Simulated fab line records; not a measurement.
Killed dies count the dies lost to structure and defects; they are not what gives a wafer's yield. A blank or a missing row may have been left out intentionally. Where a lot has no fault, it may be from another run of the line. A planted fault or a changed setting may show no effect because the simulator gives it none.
fab line records ; flow n5-finfet
record lots=11; wafers=33; last-day=17
route steps=1938 shown BEOL_M10@1513 PASSIVATION@1936
lots that met no fault: taken from a fault-free run of the same line
start-h: the number of hours between the record's first day and the start of the first shown wafer of the lot ; wait-h: hours since the lot's step before ; " as in the row above ; L1.1+2: a row that stands for several wafers ; - no value, or no start was given ; * or withheld: withheld ; < > ~ a bound
route shown NAME@n: NAME is a module with steps in the file, n the number in the route of the first one ; usual: mean/standard deviation of fault-free wafers ; same: alike in all rows ; chamber/n: place in a boat ; sites: per-site readings ; _std_site: how widely they spread, as a standard deviation ; _edge_site: mean of outer sites minus mean of inner sites ; radius-mm: how far each site lies from the wafer's centre ; mask NAME#n: copy n ; behind: the most recent tool/chamber to have shaped the wafer ; hold: the reason the lot was held/the length of the hold in hours/how it ended ; device: which transistor (n, p or np) failed to switch ; end of line: tests of these same wafers at the route's end ; a step without rows: its recipe alone ; killed: at the first sort, the dies lost to defects and structure; wafer yield is something else ; map: dies across one wafer; x = killed, . = not, _ = none there
set.NAME: the setting as run; set.NAME@STEP: as run at that earlier step ; model.NAME: the simulator's own value behind a step, which no gauge read
the route's steps for a sample of lots (tables are steps, rows are wafers)
services: the hour from which a tool's chamber was out of use, counted from the record's first day as start-h (under 0 if before that day), plus the number of hours and why
## steps
# step N5_BEOL_M10_ETCH_41
# recipe chemistry=CH3F/O2; target=SiCN; target-depth-a=426; taper-deg=2; time-s=86; ion-energy-ev=120; mask-material=TiN; pressure-mtorr=30; source-w=395; bias-w=75; Ar_flow_sccm=150; CH3F_flow_sccm=30; O2_flow_sccm=20
# usual CH3F_flow_sccm=30.00/0.093; O2_flow_sccm=20.00/0.063; chamber-pressure-mTorr=29.997/0.027; drypump-motor-current-A=5.8/0.41; oes-product-au=0.77/0.095; rf-vpp-V=297.4/1.7; showerhead-plenum-p-Torr=2.00/0.069; throttle-valve-pct=16.40/0.29
lot.wafer;tool;chamber;start-h;wait-h;CH3F_flow_sccm;O2_flow_sccm;chamber-pressure-mTorr;drypump-motor-current-A;oes-product-au;rf-hours-counter-h;rf-vpp-V;showerhead-plenum-p-Torr;throttle-valve-pct
L438.3;rie-diel-01;1;-;-;30.05;19.97;29.936;6.5;0.91;15;301.6;2.05;15.79
L438.4;rie-diel-01;2;-;-;30.01;20.02;30.025;5.7;0.74;198;301.7;2.06;16.70
L438.6;rie-diel-01;1;-;-;29.81;19.93;29.988;6.5;0.90;-;299.1;2.05;15.79
L440.1;rie-diel-05;3;-;-;29.69;19.98;29.995;5.6;0.67;250;296.9;2.05;16.37
L440.4;rie-diel-05;0;-;-;30.00;20.08;29.958;6.4;0.72;183;295.0;1.93;16.51
L440.6;rie-diel-05;1;-;-;29.98;20.05;29.992;4.8;0.66;-;298.0;2.07;16.84
L439.1;rie-diel-05;2;-;-;30.08;19.94;29.990;5.9;0.69;225;296.3;1.97;16.40
L439.3;rie-diel-05;0;-;-;30.03;20.02;29.994;6.4;0.73;183;294.1;1.93;16.49
L439.5;rie-diel-05;1;-;-;29.92;20.09;30.015;4.7;0.67;-;298.8;2.07;16.84
L442.2;rie-diel-05;2;-;-;30.02;19.99;30.021;5.9;0.69;234;297.5;1.97;16.41
L442.3;rie-diel-05;1;-;-;29.96;19.93;29.976;4.8;0.66;240;298.7;2.06;16.87
L442.6;rie-diel-05;2;-;-;30.01;19.89;30.014;5.9;0.70;-;296.6;1.97;16.43
L444.4;rie-diel-02;1;-;-;29.98;20.08;29.990;5.9;0.70;-;294.9;1.90;16.33
L444.5;rie-diel-02;2;-;-;29.99;20.00;29.964;5.8;0.76;-;296.9;2.02;16.48
L444.6;rie-diel-02;0;-;-;29.89;20.07;30.030;5.3;0.70;-;298.4;1.97;16.71
L446.2;rie-diel-02;1;-;-;29.99;19.90;29.981;5.8;0.71;185;296.5;1.90;16.33
L446.4;rie-diel-02;2;-;-;29.93;19.93;30.000;5.7;0.76;-;296.9;2.02;16.49
L446.5;rie-diel-02;1;-;-;30.04;19.96;30.001;5.8;0.70;-;294.4;1.90;16.35
L448.1;rie-diel-05;0;-;-;29.74;20.09;30.022;6.4;0.71;201;294.2;1.92;16.53
L448.4;rie-diel-05;2;-;-;30.00;20.02;29.948;5.9;0.70;241;296.4;1.96;16.44
L448.6;rie-diel-05;2;-;-;29.98;20.01;30.013;5.8;0.70;-;296.3;1.96;16.43
L449.1;rie-diel-02;1;-;-;29.98;20.02;29.993;5.9;0.70;192;296.7;1.89;16.35
L449.2;rie-diel-02;2;-;-;29.92;19.97;29.962;5.8;0.74;137;296.7;2.02;16.51
L449.3;rie-diel-02;0;-;-;29.85;19.98;30.038;5.3;0.68;240;297.9;1.97;16.74
L450.2;rie-diel-01;2;-;-;30.03;19.91;30.018;5.7;0.72;229;298.9;2.05;16.77
L450.3;rie-diel-01;1;-;-;29.94;20.04;29.978;6.5;0.85;41;297.9;2.04;15.82
L450.4;rie-diel-01;0;-;-;30.04;19.92;29.986;6.3;0.90;36;300.1;2.14;16.50
L458.3;rie-diel-02;2;-;-;29.95;20.07;30.028;5.7;0.74;162;297.6;2.01;16.53
L458.4;rie-diel-02;2;-;-;29.95;20.10;30.012;5.7;0.74;-;298.0;2.01;16.52
L458.6;rie-diel-02;3;-;-;29.98;19.95;30.012;5.9;0.83;-;297.5;1.94;16.35
L459.2;rie-diel-01;0;-;-;30.04;19.94;29.998;6.3;0.87;58;300.4;2.13;16.54
L459.5;rie-diel-01;3;-;-;29.92;19.93;29.963;5.8;0.70;-;297.1;1.96;16.46
L459.6;rie-diel-01;2;-;-;30.10;20.04;29.964;5.7;0.70;-;297.1;2.04;16.81
# step N5_BEOL_M10_SPUTTER_48
# recipe material=Cu; target-thk-a=120; temp-c=-20; bias-v=60; power-w=26000; chamber-pressure-pa=0.13; time-s=2
# usual bias-v=60.0/0.67; cathode-dc-power-W=26000/4.8; chuck-gas-flow-sccm=1.26/0.054; substrate-temp-c=-20.00/0.11; throttle-valve-pct=29.8/0.86
lot.wafer;tool;chamber;start-h;wait-h;bias-v;cathode-dc-power-W;chuck-gas-flow-sccm;substrate-temp-c;throttle-valve-pct
L438.3;pvd-sputter-01;-;230.22;0.3;60.4;25995;1.27;-20.01;30.0
L438.4;pvd-sputter-01;-;230.22;0.3;60.0;26000;1.28;-19.98;28.5
L438.6;pvd-sputter-01;-;230.22;0.3;59.3;25996;1.36;-20.09;28.9
L440.1;pvd-sputter-02;-;244.79;0.1;59.1;26007;1.31;-19.91;29.7
L440.4;pvd-sputter-02;-;244.79;0.1;60.0;26004;1.29;-19.83;29.6
L440.6;pvd-sputter-02;-;244.79;0.1;60.0;26002;1.24;-19.86;29.8
L439.1;pvd-sputter-02;-;245.59;0.1;60.3;26000;1.27;-20.09;29.7
L439.3;pvd-sputter-02;-;245.59;0.1;59.3;26005;1.30;-19.99;30.1
L439.5;pvd-sputter-02;-;245.59;0.1;59.9;25991;1.24;-19.84;30.9
L442.2;pvd-sputter-01;-;267.55;0.2;59.8;26005;1.18;-19.95;30.1
L442.3;pvd-sputter-01;-;267.55;0.2;61.2;26003;1.24;-20.06;30.3
L442.6;pvd-sputter-01;-;267.55;0.2;61.5;26008;1.31;-19.87;30.5
L444.4;pvd-sputter-03;-;271.28;0.1;60.8;26004;1.24;-19.96;30.8
L444.5;pvd-sputter-03;-;271.28;0.1;61.1;25996;1.28;-20.12;28.9
L444.6;pvd-sputter-03;-;271.28;0.1;59.6;26008;1.27;-20.18;30.4
L446.2;pvd-sputter-01;-;282.49;0.1;59.9;25998;1.25;-19.92;30.2
L446.4;pvd-sputter-01;-;282.49;0.1;59.3;25998;1.20;-20.13;28.5
L446.5;pvd-sputter-01;-;282.49;0.1;59.9;25998;1.34;-20.05;29.8
L448.1;pvd-sputter-03;-;290.99;0.2;60.6;25999;1.25;-20.00;30.5
L448.4;pvd-sputter-03;-;290.99;0.2;60.1;25998;1.21;-19.92;29.2
L448.6;pvd-sputter-03;-;290.99;0.2;61.4;26008;1.18;-20.22;30.3
L449.1;pvd-sputter-01;-;300.27;0.1;59.3;25996;1.32;-20.20;28.8
L449.2;pvd-sputter-01;-;300.27;0.1;60.0;26002;1.27;-19.98;30.5
L449.3;pvd-sputter-01;-;300.27;0.1;59.9;26004;1.30;-20.18;28.2
L450.2;pvd-sputter-03;-;310.62;0.1;59.6;26001;1.32;-19.83;28.5
L450.3;pvd-sputter-03;-;310.62;0.1;60.3;26004;1.32;-19.91;29.2
L450.4;pvd-sputter-03;-;310.62;0.1;60.9;25997;1.28;-19.91;30.2
L458.3;pvd-sputter-03;-;360.51;0.1;61.7;27882;1.23;-20.00;29.3
L458.4;pvd-sputter-03;-;360.51;0.1;61.1;27887;1.26;-19.97;30.5
L458.6;pvd-sputter-03;-;360.51;0.1;61.2;27876;1.29;-20.14;31.0
L459.2;pvd-sputter-03;-;370.28;0.2;59.1;27881;1.20;-20.08;28.6
L459.5;pvd-sputter-03;-;370.28;0.2;59.0;27885;1.27;-20.01;30.7
L459.6;pvd-sputter-03;-;370.28;0.2;59.0;27887;1.31;-20.02;28.8
# step N5_BEOL_M10_ANNEAL_51
# recipe temp-c=225; time-s=90; ambient=N2
# usual wafer_temp_C_max=225.9/0.44
lot.wafer;tool;chamber;start-h;wait-h;wafer_temp_C_max
L438.3;rtp-anneal-02;0;230.60;0.2;225.3
L438.4;rtp-anneal-02;0;230.60;0.2;225.3
L438.6;rtp-anneal-02;0;230.60;0.2;225.5
L440.1;rtp-anneal-01;0;245.37;0.4;226.3
L440.4;rtp-anneal-01;0;245.37;0.4;226.2
L440.6;rtp-anneal-01;0;245.37;0.4;226.2
L439.1;rtp-anneal-02;0;245.99;0.2;225.6
L439.3;rtp-anneal-02;0;245.99;0.2;225.4
L439.5;rtp-anneal-02;0;245.99;0.2;225.4
L442.2;rtp-anneal-01;0;268.09;0.4;226.7
L442.3;rtp-anneal-01;0;268.09;0.4;226.5
L442.6;rtp-anneal-01;0;268.09;0.4;226.2
L444.4;rtp-anneal-02;0;271.74;0.3;225.6
L444.5;rtp-anneal-02;0;271.74;0.3;225.5
L444.6;rtp-anneal-02;0;271.74;0.3;225.5
L446.2;rtp-anneal-01;0;282.77;0.1;225.9
L446.4;rtp-anneal-01;0;282.77;0.1;226.0
L446.5;rtp-anneal-01;0;282.77;0.1;226.2
L448.1;rtp-anneal-02;0;291.40;0.3;225.2
L448.4;rtp-anneal-02;0;291.40;0.3;225.5
L448.6;rtp-anneal-02;0;291.40;0.3;225.5
L449.1;rtp-anneal-02;0;300.85;0.4;225.8
L449.2;rtp-anneal-02;0;300.85;0.4;225.8
L449.3;rtp-anneal-02;0;300.85;0.4;225.8
L450.2;rtp-anneal-01;0;310.89;0.1;226.5
L450.3;rtp-anneal-01;0;310.89;0.1;226.7
L450.4;rtp-anneal-01;0;310.89;0.1;226.3
L458.3;rtp-anneal-02;0;360.83;0.1;225.7
L458.4;rtp-anneal-02;0;360.83;0.1;225.5
L458.6;rtp-anneal-02;0;360.83;0.1;225.3
L459.2;rtp-anneal-02;0;370.55;0.1;225.5
L459.5;rtp-anneal-02;0;370.55;0.1;225.7
L459.6;rtp-anneal-02;0;370.55;0.1;225.6
# step N5_PASSIVATION_PROBE_49
# usual defect-limited-yield=91.7/1.4; killed_at_M0_to_M3=31/11; killed_at_M4_up=13/4.6; killed-at-contacts=13/6.7; killed-at-front-end=39/9.6; killed-at-other=3.5/2.8; killed-dies=98/16; killed-open=64/11; killed-short=33/8.5; sort_bin_5_function=4.9/0.96; sort_bin_6_memory=3.1/0.59; sort_bin_8_speed=0.2/1.3; sort-n-pass=1080/23; sort-yield-pct=91.5/1.9
# same gross-dies=1180; killed-at-back-side=0; sort_bin_4_leakage[%]=0
lot.wafer;tool;chamber;start-h;wait-h;defect-limited-yield[%];killed_at_M0_to_M3;killed_at_M4_up;killed-at-contacts;killed-at-front-end;killed-at-other;killed-dies;killed-open;killed-short;sort_bin_5_function[%];sort_bin_6_memory[%];sort_bin_8_speed[%];sort-n-pass;sort-yield-pct[%]
L446.2;prober-01;-;337.36;0.1;91.7;21;16;11;42;8;98;70;24;4.9;3.3;0;1082;91.7
L446.4;prober-01;-;337.46;0.2;93.0;22;13;9;35;4;83;57;24;4.2;2.8;0;1097;93.0
L446.5;prober-01;-;337.51;0.2;91.4;26;10;15;47;3;101;60;41;4.7;3.7;0;1079;91.4
# killed by level:class
L446.2 MOL_CONTACT_COAG:geometric-particle:open=11 DUMMY_GATE:geometric-particle:open=9 STI_FIN_REVEAL:geometric-particle:open=6 GATE_CUT:geometric-particle:open=6 BEOL_M4:geometric-particle:open=6 FIN_SAQP:geometric-particle:short=5 BEOL_M2:geometric-particle:open=5 GATE_CUT:geometric-particle:short=4
L446.4 MOL_CONTACT_COAG:geometric-particle:open=8 BEOL_M1:geometric-particle:open=7 BEOL_M4:geometric-particle:open=6 FIN_SAQP:geometric-particle:open=5 BEOL_M2:geometric-particle:open=5 STARTING-WAFER:geometric-particle:open=5 STI_FIN_REVEAL:geometric-particle:open=4 DUMMY_GATE:geometric-particle:open=4
L446.5 MOL_CONTACT_COAG:geometric-particle:open=11 FIN_SAQP:geometric-particle:short=9 BEOL_M1:geometric-particle:open=6 STI_FIN_REVEAL:geometric-particle:open=6 GATE_CUT:geometric-particle:short=6 FIN_SAQP:geometric-particle:open=5 BEOL_M0_SAQP:geometric-particle:open=5 BEOL_M3:geometric-particle:open=5
## services
tool;chamber;start-h;hours;kind
rie-diel-02;2;205.00;27.5;repair
rie-diel-02;0;226.35;10.5;repair
rie-diel-02;3;241.86;46.0;repair
rie-diel-05;3;243.39;-;clean
rie-diel-05;3;243.39;-;consumable-replace:focus-ring
rie-diel-05;3;243.39;13.8;scheduled-down
rie-diel-05;3;243.39;13.8;vent-cycle
rie-diel-05;-;266.00;4.0;pm
rie-diel-05;1;297.00;-;clean
rie-diel-05;1;297.00;-;consumable-replace:focus-ring
rie-diel-05;0;319.99;7.4;repair
rie-diel-02;0;327.18;-;clean
rie-diel-02;0;327.18;-;consumable-replace:focus-ring
rie-diel-02;0;327.18;35.0;scheduled-down
rie-diel-02;0;327.18;35.0;vent-cycle
rie-diel-05;2;332.38;-;clean
rie-diel-05;2;332.38;-;consumable-replace:focus-ring
rie-diel-05;2;332.38;17.7;scheduled-down
rie-diel-05;2;332.38;17.7;vent-cycle
rie-diel-01;2;350.29;6.7;repair
rie-diel-02;1;363.22;4.6;repair
pvd-sputter-01;-;363.48;2.4;repair
rie-diel-01;2;366.80;-;clean
rie-diel-01;2;366.80;-;consumable-replace:focus-ring
## key
first-sign step=N5_BEOL_M10_SPUTTER_48; reading=cathode-dc-power-W; direction=up; sigmas=99+; usual=*; struck=*
effect none on later readings
met-at N5_BEOL_M10_SPUTTER_48
struck-lots L458,L459
not-acting-at N5_BEOL_M10_ETCH_41,N5_BEOL_M10_ANNEAL_51
onset-between 310.62 360.51
fault kind=process-parameter-drift; tool=pvd-sputter-03; chamber=-; onset-h=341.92; steps=N5_BEOL_M10_SPUTTER_48; channel=power-w; offset=*; shape=step; end-h=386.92; acts-in=*; stated=*
